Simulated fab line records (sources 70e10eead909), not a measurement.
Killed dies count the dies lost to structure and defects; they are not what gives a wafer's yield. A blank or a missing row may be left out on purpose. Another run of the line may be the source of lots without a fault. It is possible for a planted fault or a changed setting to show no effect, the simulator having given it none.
fab line records	flow nandHarc
record: lots: 14	wafers: 42	lastDay: 33
route steps=1302 shown A_BONDPAD@1202
lots untouched by any fault: they come from a run of this same line in which no faults occurred
startH: the number of hours between the record's first day and the start of the first shown wafer of the lot	waitH: hours since the lot's step before	" unchanged from the row above	L1.1+2: one row covering several wafers at once	- no value, or no start was given	* or withheld: withheld	< > ~ a bound
route shown NAME@n: names a module that has steps shown in the file, with the first one's number in the route	usual: mean and standard deviation over wafers with no fault	same: alike in all rows	chamber/n: place in a boat	sites: each site's reading	_std_site: standard deviation across them	_edge_site: inner sites' mean taken away from outer sites' mean	radiusMm: for every site, how far away it sits from the centre of the wafer	mask NAME#n: copy n	behind: the last tool/chamber to shape the wafer	hold: the reason the lot was held/the length of the hold in hours/how it ended	device: the n, p or np transistor that did not switch	end of line: tests run on the same wafers once the route is complete	a step without rows: its recipe alone	killed: the dies lost at the first sort to structure and to defects; this is not the yield of the wafer	map: per-die view of a wafer (x killed, . not killed, _ where there is no die)
set.NAME: the setting that was run; set.NAME@STEP: the one run at that earlier step	model.NAME: the simulator's own value behind a step, which no gauge read
one table for each step of the route and one row for each wafer, over a sample of lots
services: when a tool's chamber went out of use (startH, in hours from the record's first day, below 0 if earlier), for how many hours, and the reason
== steps ==
step: NHARC_A_BONDPAD_DEP_00
recipe: targetThkA: 2500	tempC: 370	targetThkNm: 250	pressureTorr: 3	flowSccm: 200	rfW: 450	material: SiCN
usual: heaterPowerW: 594/88	showerheadVppV: 1325/66
lot.wafer	tool	chamber	startH	waitH	heaterPowerW	showerheadVppV
L978.1	pecvd-01	1	540.76	-	750	1281
L978.2	"	0	"	"	627	1300
L978.5	"	0	"	"	637	1312
L979.1	pecvd-04	0	543.08	-	488	1448
L979.4	"	0	"	"	514	1429
L979.6	"	1	"	"	664	1347
L984.1	pecvd-01	1	-	-	773	1319
L984.2	"	2	"	"	485	1255
L984.4	"	2	"	"	496	1268
L987.2	pecvd-01	1	625.65	-	796	1293
L987.1	"	2	"	"	486	1251
L987.4	"	1	"	"	804	1307
L988.1	pecvd-02	0	648.98	-	451	1295
L988.4	"	2	"	"	596	1292
L988.6	"	0	"	"	463	1314
L991.2	pecvd-02	2	651.24	-	647	1282
L991.6	"	2	"	"	669	1268
L991.5	"	0	"	"	544	1313
L992.3	pecvd-04	0	674.12	-	556	1424
L992.6	"	1	"	"	632	1349
L992.5	"	2	"	"	580	1450
L993.2	pecvd-02	1	-	-	577	1288
L993.4	"	0	"	"	539	1293
L993.5	"	1	"	"	583	1227
L994.2	pecvd-02	1	-	-	516	1257
L994.6	"	1	"	"	521	1266
L994.5	"	0	"	"	489	1323
L995.2	pecvd-02	0	722.87	-	494	1309
L995.3	"	1	"	"	503	1265
L995.1	"	2	"	"	627	1290
L997.5	pecvd-02	0	-	-	539	1298
L997.6	"	1	"	"	609	1271
L997.4	"	2	"	"	652	1298
L999.3	pecvd-04	0	736.36	-	586	1434
L999.4	"	1	"	"	713	1330
L999.5	"	0	"	"	572	1441
L998.3	pecvd-01	2	738.57	-	492	1262
L998.1	"	1	"	"	780	1293
L998.6	"	0	"	"	770	1284
L100.1	pecvd-04	0	749.86	-	543	1448
L100.6	"	0	"	"	547	1438
L100.4	"	1	"	"	613	1365
step: NHARC_A_BONDPAD_EXPOSE_06
recipe: na: 0.55	doseMj: 36.99	maskId: A_BPAD
usual: exposureDoseMJCm2: 36.99/0.039	focusOffsetNm: 0.0/0.56
lot.wafer	tool	chamber	startH	waitH	mask	exposureDoseMJCm2	focusOffsetNm
L978.1	krfScanner-04	0	541.84	-	A_BPAD#0	36.97	-0.3
L978.2	"	0	"	"	A_BPAD#0	36.92	0.4
L978.5	"	0	"	"	A_BPAD#0	36.98	0.4
L979.1	krfScanner-01	0	544.11	-	A_BPAD#0	36.99	-0.1
L979.4	"	0	"	"	A_BPAD#0	37.00	0.2
L979.6	"	0	"	"	A_BPAD#0	37.00	0.1
L984.1	krfScanner-03	0	603.06	-	A_BPAD#0	36.99	0.3
L984.2	"	0	"	"	A_BPAD#0	37.00	-0.6
L984.4	"	0	"	"	A_BPAD#0	36.95	-0.3
L987.1	krfScanner-04	-	626.72	-	A_BPAD#0	-	-
L987.2	"	-	"	"	A_BPAD#0	-	-
L987.4	"	-	"	"	A_BPAD#0	-	-
L988.1	krfScanner-04	-	649.83	-	A_BPAD#0	-	-
L988.4	"	-	"	"	A_BPAD#0	-	-
L988.6	"	-	"	"	A_BPAD#0	-	-
L991.2	krfScanner-01	0	652.27	-	A_BPAD#0	37.01	-0.3
L991.5	"	0	"	"	A_BPAD#0	36.96	0.3
L991.6	"	0	"	"	A_BPAD#0	36.94	-0.4
L992.3	krfScanner-03	0	675.21	-	A_BPAD#0	36.99	-0.3
L992.5	"	0	"	"	A_BPAD#0	37.01	-0.1
L992.6	"	0	"	"	A_BPAD#0	36.98	-0.3
L993.2	krfScanner-04	0	680.93	-	A_BPAD#0	37.06	0.1
L993.4	"	0	"	"	A_BPAD#0	37.03	0.9
L993.5	"	0	"	"	A_BPAD#0	37.01	0.0
L994.2	krfScanner-03	0	703.56	-	A_BPAD#0	36.99	0.5
L994.5	"	0	"	"	A_BPAD#0	37.01	-1.0
L994.6	"	0	"	"	A_BPAD#0	36.98	1.1
L995.1	krfScanner-01	0	723.82	-	A_BPAD#0	36.95	0.1
L995.2	"	0	"	"	A_BPAD#0	36.93	0.3
L995.3	"	0	"	"	A_BPAD#0	36.95	-0.1
L997.4	krfScanner-04	0	733.02	-	A_BPAD#0	37.02	0.0
L997.5	"	0	"	"	A_BPAD#0	37.00	-0.2
L997.6	"	0	"	"	A_BPAD#0	37.02	0.2
L999.3	krfScanner-04	0	737.23	-	A_BPAD#0	37.04	0.7
L999.4	"	0	"	"	A_BPAD#0	37.02	0.5
L999.5	"	0	"	"	A_BPAD#0	37.00	0.2
L998.1	krfScanner-04	0	739.52	-	A_BPAD#0	36.99	0.1
L998.3	"	0	"	"	A_BPAD#0	37.02	-0.6
L998.6	"	0	"	"	A_BPAD#0	37.00	-0.8
L100.1	krfScanner-01	0	750.93	-	A_BPAD#0	36.99	0.4
L100.4	"	0	"	"	A_BPAD#0	36.95	0.1
L100.6	"	0	"	"	A_BPAD#0	36.98	-0.1
step: NHARC_A_BONDPAD_ETCH_12
recipe: targetDepthA: 2200	timeS: 110	chf3FlowSccm: 50	o2FlowSccm: 10	arFlowSccm: 200	rfW: 500	biasW: 200	chemistry: CHF3/O2
usual: drypumpMotorCurrentA: 5.6/0.46	oesProductAu: 0.937/0.022	rfVppV: 371.2/2.3	showerheadPlenumPTorr: 2.43/0.099	throttleValvePct: 20.572/0.0081
lot.wafer	tool	chamber	startH	waitH	drypumpMotorCurrentA	oesProductAu	rfHoursCounterH	rfVppV	showerheadPlenumPTorr	throttleValvePct
L978.2	rieDiel-13	1	-	-	5.7	0.997	0	370.1	2.34	20.569
L978.1	"	3	"	"	5.2	0.956	0	372.9	2.56	20.580
L978.5	"	1	"	"	5.7	0.990	-	369.6	2.33	20.574
L979.4	rieDiel-13	3	-	-	5.2	0.970	0	374.3	2.56	20.564
L979.1	"	1	"	"	5.7	0.964	0	368.1	2.33	20.568
L979.6	"	3	"	"	5.2	0.968	-	374.2	2.56	20.563
L984.1	rieDiel-13	3	-	-	5.2	0.903	1	372.6	2.56	20.568
L984.4	"	1	"	"	5.8	0.922	1	369.2	2.33	20.573
L984.2	"	2	"	"	5.7	0.909	1	373.5	2.53	20.554
L987.2	rieDiel-13	2	-	-	5.7	0.917	2	372.3	2.53	20.576
L987.4	"	3	"	"	5.2	0.907	1	372.4	2.56	20.562
L987.1	"	1	"	"	5.7	0.933	2	370.5	2.33	20.576
L988.4	rieDiel-11	3	-	-	5.2	0.927	7	374.1	2.48	20.574
L988.1	"	1	"	"	5.3	0.927	2	369.7	2.37	20.584
L988.6	"	3	"	"	5.1	0.931	-	373.1	2.48	20.589
L991.2	rieDiel-10	1	-	-	6.5	0.918	19	369.6	2.37	20.562
L991.6	"	2	"	"	6.1	0.923	-	373.3	2.52	20.566
L991.5	"	3	"	"	4.7	0.928	-	370.8	2.36	20.562
L992.3	rieDiel-10	1	-	-	6.4	0.960	26	371.6	2.37	20.573
L992.5	"	2	"	"	6.1	0.949	-	373.6	2.51	20.571
L992.6	"	3	"	"	4.7	0.978	-	370.7	2.36	20.567
L993.4	rieDiel-11	3	-	-	5.2	0.933	12	372.4	2.48	20.567
L993.2	"	1	"	"	5.3	0.910	7	369.7	2.37	20.574
L993.5	"	3	"	"	5.2	0.928	-	371.7	2.48	20.551
L994.2	rieDiel-11	1	-	-	5.3	0.932	13	370.8	2.36	20.582
L994.6	"	0	"	"	6.0	0.925	-	369.9	2.35	20.586
L994.5	"	1	"	"	5.3	0.927	-	370.6	2.36	20.582
L995.1	rieDiel-13	2	-	-	5.7	0.933	0	373.1	2.53	20.577
L995.3	"	3	"	"	5.2	0.969	0	374.2	2.56	20.580
L995.2	"	0	"	"	5.7	0.975	0	369.6	2.42	20.571
L997.4	rieDiel-13	3	-	-	5.2	0.928	0	374.7	2.56	20.568
L997.6	"	0	"	"	5.7	0.919	-	370.6	2.42	20.581
L997.5	"	1	"	"	5.7	0.933	-	370.0	2.33	20.569
L999.4	rieDiel-11	0	-	-	6.0	0.928	28	369.4	2.35	20.572
L999.3	"	1	"	"	5.3	0.930	19	370.6	2.36	20.574
L999.5	"	1	"	"	5.3	0.921	-	368.6	2.36	20.575
L998.1	rieDiel-11	2	-	-	6.6	0.952	27	365.6	2.23	20.570
L998.3	"	3	"	"	5.2	0.924	24	372.1	2.48	20.563
L998.6	"	2	"	"	6.6	0.944	-	367.9	2.23	20.563
L100.1	rieDiel-13	2	-	-	5.7	0.944	1	373.9	2.53	20.578
L100.4	"	3	"	"	5.2	0.964	1	372.5	2.56	20.564
L100.6	"	3	"	"	5.2	0.944	-	374.1	2.56	20.571
step: NHARC_A_BONDPAD_CD_MEAS_13
usual: cdNm: 499.2/2
lot.wafer	tool	chamber	startH	waitH	cdNm
L978.1	cdSem-02	-	542.52	-	497.3
L978.2	"	-	"	"	498.7
L978.5	"	-	"	"	495.5
L979.1	cdSem-03	-	544.79	-	499.2
L979.4	"	-	"	"	500.6
L979.6	"	-	"	"	498.4
L984.1	cdSem-03	-	603.74	-	498.9
L984.2	"	-	"	"	495.8
L984.4	"	-	"	"	501.8
L987.1	cdSem-03	-	627.40	-	-
L987.2	"	-	"	"	-
L987.4	"	-	"	"	-
L988.1	cdSem-02	-	650.51	-	-
L988.4	"	-	"	"	-
L988.6	"	-	"	"	-
L991.2	cdSem-03	-	652.95	-	500.2
L991.5	"	-	"	"	495.4
L991.6	"	-	"	"	498.9
L992.3	cdSem-02	-	675.89	-	499.0
L992.5	"	-	"	"	500.4
L992.6	"	-	"	"	498.8
L993.2	cdSem-03	-	681.61	-	502.3
L993.4	"	-	"	"	500.1
L993.5	"	-	"	"	502.5
L994.2	cdSem-02	-	704.29	-	502.0
L994.5	"	-	"	"	497.0
L994.6	"	-	"	"	502.3
L995.1	cdSem-01	-	724.50	-	500.9
L995.2	"	-	"	"	500.1
L995.3	"	-	"	"	503.5
L997.4	cdSem-02	-	733.69	-	498.0
L997.5	"	-	"	"	497.6
L997.6	"	-	"	"	496.3
L999.3	cdSem-02	-	737.91	-	500.1
L999.4	"	-	"	"	497.9
L999.5	"	-	"	"	497.2
L998.1	cdSem-02	-	740.20	-	500.7
L998.3	"	-	"	"	497.8
L998.6	"	-	"	"	494.9
L100.1	cdSem-02	-	751.62	-	500.1
L100.4	"	-	"	"	497.3
L100.6	"	-	"	"	496.2
== services ==
tool	chamber	startH	hours	kind
rieDiel-13	-	519.07	9.0	pm
krfScanner-04	-	526.00	4.0	pm
rieDiel-11	1	543.25	4.5	repair
pecvd-04	-	562.61	0.5	repair
krfScanner-03	-	568.00	4.0	pm
krfScanner-01	-	573.38	1.4	repair
krfScanner-04	-	581.89	9.0	repair
rieDiel-13	1	587.87	2.6	repair
pecvd-02	-	589.55	13.0	pm
rieDiel-13	3	603.91	10.9	repair
rieDiel-11	-	610.24	9.0	pm
krfScanner-04	-	616.92	0.3	repair
pecvd-01	-	624.61	0.8	repair
krfScanner-03	-	626.42	2.7	repair
pecvd-04	-	631.26	13.0	pm
rieDiel-11	3	635.16	5.8	repair
krfScanner-01	-	656.21	4.0	pm
pecvd-04	-	659.93	0.5	repair
rieDiel-13	1	666.26	7.7	repair
pecvd-01	-	673.27	13.0	pm
rieDiel-13	-	696.07	9.0	pm
krfScanner-01	-	697.19	2.3	repair
krfScanner-04	-	698.00	4.0	pm
pecvd-01	0	732.04	4.3	repair
== key ==
firstSign: step: NHARC_A_BONDPAD_EXPOSE_06	reading: toolRecord	direction: missing
effect none on later readings
metAt NHARC_A_BONDPAD_EXPOSE_06
struckLots L987,L988
laterRowsLeftOut L987.1,L987.2,L987.4,L988.1,L988.4,L988.6
sortLeftOut L987.1,L987.2,L987.4,L988.1,L988.4,L988.6
notActingAt NHARC_A_BONDPAD_DEP_00,NHARC_A_BONDPAD_ETCH_12,NHARC_A_BONDPAD_CD_MEAS_13
onsetBetween 541.84 626.72
fault: kind: skippedStepWhole	tool: krfScanner-04	chamber: -	onsetH: 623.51	steps: NHARC_A_BONDPAD_EXPOSE_06	scope: struckLotsOnly
sortLeftOut: the simulated sort isn't trusted on such a fault, so these wafers' sort isn't shown, and their yield isn't known
laterRowsLeftOut: the simulator's readings of these wafers behind a module that went badly wrong aren't trusted and aren't shown, but for the sort
